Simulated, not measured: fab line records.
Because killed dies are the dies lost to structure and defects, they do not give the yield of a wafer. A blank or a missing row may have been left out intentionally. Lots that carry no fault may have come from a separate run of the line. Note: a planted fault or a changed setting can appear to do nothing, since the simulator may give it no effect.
Which of the tools did it? -- flow nandHarc -- 33 wafers from 11 lots sampled at 4 of the route's 1159 steps

== WHAT THE GAUGES READ, wafer by wafer ==
Not one reading of a measure or inspect step in the record can be checked against a usual standard deviation.

== WHAT TOOL EACH LOT RAN ON (gives the tool, then ch and the chambers of the sampled wafers, and finally the start) ==
lot,NHARC_P_ZERO_WELL_DESCUM_54,NHARC_P_GATE_DEVELOP_25,NHARC_P_GATE_DESCUM_31,NHARC_P_GATE_DESCUM_48
L497,"rieDiel-05 ch 0,1,2, day 1 18:03","lithoTrack-04 ch 0, day 4 16:00","rieDiel-07 ch 0,2, day 4 16:38","rieDiel-07 ch 0,2,3, day 5 04:55"
L498,"rieDiel-09 ch 0,1,3, day 1 23:35","lithoTrack-06 ch 0, day 4 17:00","rieDiel-13 ch 1,3, day 4 17:24","rieDiel-07 ch 0,1, day 5 06:04"
L502,"rieDiel-05 ch 0,3, day 2 23:56","lithoTrack-04 ch 0, day 6 02:00","rieDiel-13 ch 1,2, day 6 02:38","rieDiel-07 ch 0,1,2, day 6 16:35"
L503,"rieDiel-09 ch 0,1,3, day 3 05:48","lithoTrack-04 ch 0, day 6 01:00","rieDiel-13 ch 1,2,3, day 6 02:08","rieDiel-07 ch 0,2, day 6 14:14"
L504,"rieDiel-09 ch 1,2, day 3 12:01","lithoTrack-01 ch 0, day 6 12:00","rieDiel-01 ch 0,1, day 6 13:08","rieDiel-07 ch 2,3, day 7 01:09"
L509,"rieDiel-05 ch 1,2,3, day 4 18:04","lithoTrack-01 ch 0, day 8 03:00","rieDiel-07 ch 0,1,2, day 8 04:04","rieDiel-07 ch 0,2,3, day 8 16:02"
L512,"rieDiel-05 ch 0,2,3, day 5 11:48","lithoTrack-04 ch 0, day 8 06:00","rieDiel-07 ch 1,2, day 8 06:53","rieDiel-13 ch 1,2,3, day 8 22:07"
L513,"rieDiel-09 ch 2,3, day 5 17:56","lithoTrack-04 ch 0, day 8 20:00","rieDiel-01 ch 0,1, day 8 20:33","rieDiel-13 ch 2,3, day 9 08:43"
L517,"rieDiel-09 ch 1,2, day 6 17:55","lithoTrack-06 ch 0, day 10 02:00","rieDiel-07 ch 0,1,2, day 10 02:44","rieDiel-01 ch 0,2,3, day 10 17:25"
L518,"rieDiel-09 ch 0,1,3, day 6 23:42","lithoTrack-01 ch 0, day 10 02:00","rieDiel-07 ch 1,2,3, day 10 02:50","rieDiel-13 ch 0,1,3, day 10 17:35"
L520,"rieDiel-09 ch 2,3, day 7 11:55","lithoTrack-06 ch 0, day 10 19:00","rieDiel-13 ch 0,1,3, day 10 19:41","rieDiel-13 ch 2,3, day 11 07:47"
- NHARC_P_ZERO_WELL_DESCUM_54: chemistry O2, time 3 s.
- NHARC_P_GATE_DEVELOP_25: develop time 35 s.
- NHARC_P_GATE_DESCUM_31: chemistry O2, time 3 s.
- NHARC_P_GATE_DESCUM_48: chemistry O2, time 3 s.

== WHAT THE TOOLS THEMSELVES READ (means of the sampled wafers that have a number; where no wafer has one, the mark that the record gives instead) ==
NHARC_P_ZERO_WELL_DESCUM_54. Usual: drypumpMotorCurrentA 5.8 A, standard deviation 0.35; o2FlowSccm 200.0 sccm, standard deviation 0.66; oesProductAu 1.003 a.u., standard deviation 0.0089; rfVppV 58.0 V, standard deviation 0.9; showerheadPlenumPTorr 1.93 Torr, standard deviation 0.087; throttleValvePct 11.311 %, standard deviation 0.0084.
lot,tool,drypumpMotorCurrentA (A),o2FlowSccm (sccm),oesProductAu (a.u.),rfVppV (V),showerheadPlenumPTorr (Torr),throttleValvePct (%),flag
L497,rieDiel-05,5.7,199.6,1.003,57.8,1.91,11.316,
L498,rieDiel-09,6.0,199.9,1.002,58.7,1.98,11.315,
L502,rieDiel-05,5.7,200.2,0.993,58.5,2.03,11.306,
L503,rieDiel-09,6.0,200.0,1.004,58.8,1.98,11.308,
L504,rieDiel-09,6.0,200.0,1.006,57.7,1.94,11.311,
L509,rieDiel-05,5.9,199.7,0.999,58.1,1.87,11.309,
L512,rieDiel-05,5.7,200.4,0.991,58.2,1.95,11.311,
L513,rieDiel-09,5.6,200.2,1.010,58.0,1.92,11.304,
L517,rieDiel-09,6.1,199.9,1.001,58.0,1.99,11.314,
L518,rieDiel-09,6.0,199.8,1.004,58.1,1.98,11.314,
L520,rieDiel-09,5.8,200.3,1.011,58.4,1.90,11.315,

NHARC_P_GATE_DEVELOP_25. Usual: developerTempC 22.99 C, standard deviation 0.1.
lot,tool,developerTempC (C),flag
L497,lithoTrack-04,23.04,
L498,lithoTrack-06,23.02,
L502,lithoTrack-04,22.98,
L503,lithoTrack-04,22.96,
L504,lithoTrack-01,22.89,
L509,lithoTrack-01,23.05,
L512,lithoTrack-04,20.55,OFF
L513,lithoTrack-04,20.67,OFF
L517,lithoTrack-06,22.92,
L518,lithoTrack-01,22.96,
L520,lithoTrack-06,22.97,

NHARC_P_GATE_DESCUM_31. Usual: drypumpMotorCurrentA 5.7 A, standard deviation 0.38; o2FlowSccm 200.1 sccm, standard deviation 0.63; oesProductAu 1.000 a.u., standard deviation 0.0079; rfVppV 57.6 V, standard deviation 0.83; showerheadPlenumPTorr 1.88 Torr, standard deviation 0.091; throttleValvePct 11.311 %, standard deviation 0.0082.
lot,tool,drypumpMotorCurrentA (A),o2FlowSccm (sccm),oesProductAu (a.u.),rfVppV (V),showerheadPlenumPTorr (Torr),throttleValvePct (%),flag
L497,rieDiel-07,5.3,199.4,1.001,57.2,1.87,11.308,
L498,rieDiel-13,5.7,200.5,0.998,57.2,1.88,11.309,
L502,rieDiel-13,6.1,200.6,1.007,57.8,1.81,11.309,
L503,rieDiel-13,5.8,199.7,0.993,57.7,1.84,11.306,
L504,rieDiel-01,5.7,199.9,0.994,58.1,1.84,11.310,
L509,rieDiel-07,5.4,200.7,1.007,58.4,1.93,11.314,
L512,rieDiel-07,5.6,199.6,1.000,57.9,1.90,11.313,
L513,rieDiel-01,5.5,200.3,1.003,57.7,1.83,11.316,
L517,rieDiel-07,5.4,199.7,0.998,58.0,1.93,11.309,
L518,rieDiel-07,5.8,200.2,0.999,57.6,1.84,11.312,
L520,rieDiel-13,5.7,200.1,0.994,57.9,1.87,11.318,

NHARC_P_GATE_DESCUM_48. Usual: drypumpMotorCurrentA 5.7 A, standard deviation 0.38; o2FlowSccm 200.0 sccm, standard deviation 0.6; oesProductAu 1.001 a.u., standard deviation 0.008; rfVppV 57.6 V, standard deviation 0.91; showerheadPlenumPTorr 1.87 Torr, standard deviation 0.093; throttleValvePct 11.311 %, standard deviation 0.0087.
lot,tool,drypumpMotorCurrentA (A),o2FlowSccm (sccm),oesProductAu (a.u.),rfVppV (V),showerheadPlenumPTorr (Torr),throttleValvePct (%),flag
L497,rieDiel-07,5.5,199.8,0.990,57.6,1.87,11.317,
L498,rieDiel-07,5.5,200.3,0.999,58.4,1.99,11.318,
L502,rieDiel-07,5.4,200.1,0.994,57.8,1.93,11.314,
L503,rieDiel-07,5.2,199.8,0.994,57.8,1.95,11.310,
L504,rieDiel-07,5.9,200.0,0.997,57.1,1.78,11.312,
L509,rieDiel-07,5.5,199.9,0.993,56.7,1.86,11.306,
L512,rieDiel-13,5.8,200.2,0.993,57.2,1.83,11.312,
L513,rieDiel-13,5.5,199.8,0.992,58.0,1.84,11.314,
L517,rieDiel-01,5.7,200.4,1.007,58.3,1.91,11.310,
L518,rieDiel-13,5.7,199.8,1.003,57.4,1.87,11.314,
L520,rieDiel-13,5.5,200.2,0.997,57.3,1.84,11.308,

== THE ANSWER, worked out from the rows above alone ==
Rule: lot off if the mean of its wafers having a number is beyond 3 standard deviations from the usual mean. Also off: a lot with no number at a reading for which 4 or more lots have one. Where the step has rows for the other lots, those lots are counted as sound. After the gauges, taken in route order, come the tools' own readings; for these a lot's mean is taken, as printed above. At the first step where some lot is off, the reading lying furthest off is the one used; lots without a number count as furthest.
Off: L512, L513 (NHARC_P_GATE_DEVELOP_25, developerTempC).
If a tool, at that step or one of the process steps before it, ran each lot that is off and ran no sound lot following the first of them, it fits. One candidate fits, namely lithoTrack-04 at NHARC_P_GATE_DEVELOP_25. Its last sound lot is L502 (day 6 02:00), its first lot that is off L512 (day 8 06:00): a fault that began between those two fits.
On the lots that are off, the tool's own readings at NHARC_P_GATE_DEVELOP_25 differ by more than 5 times the standard deviation of the sound lots' means, which bears it out; developerTempC reads 20.61 C there versus 22.98 C on the sound lots.

== WHAT THE SIMULATOR HAD INSERTED ==
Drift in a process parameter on lithoTrack-04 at NHARC_P_GATE_DEVELOP_25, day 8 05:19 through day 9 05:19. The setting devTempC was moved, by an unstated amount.
Lots struck among those shown: L512, L513. The rule above found the same.
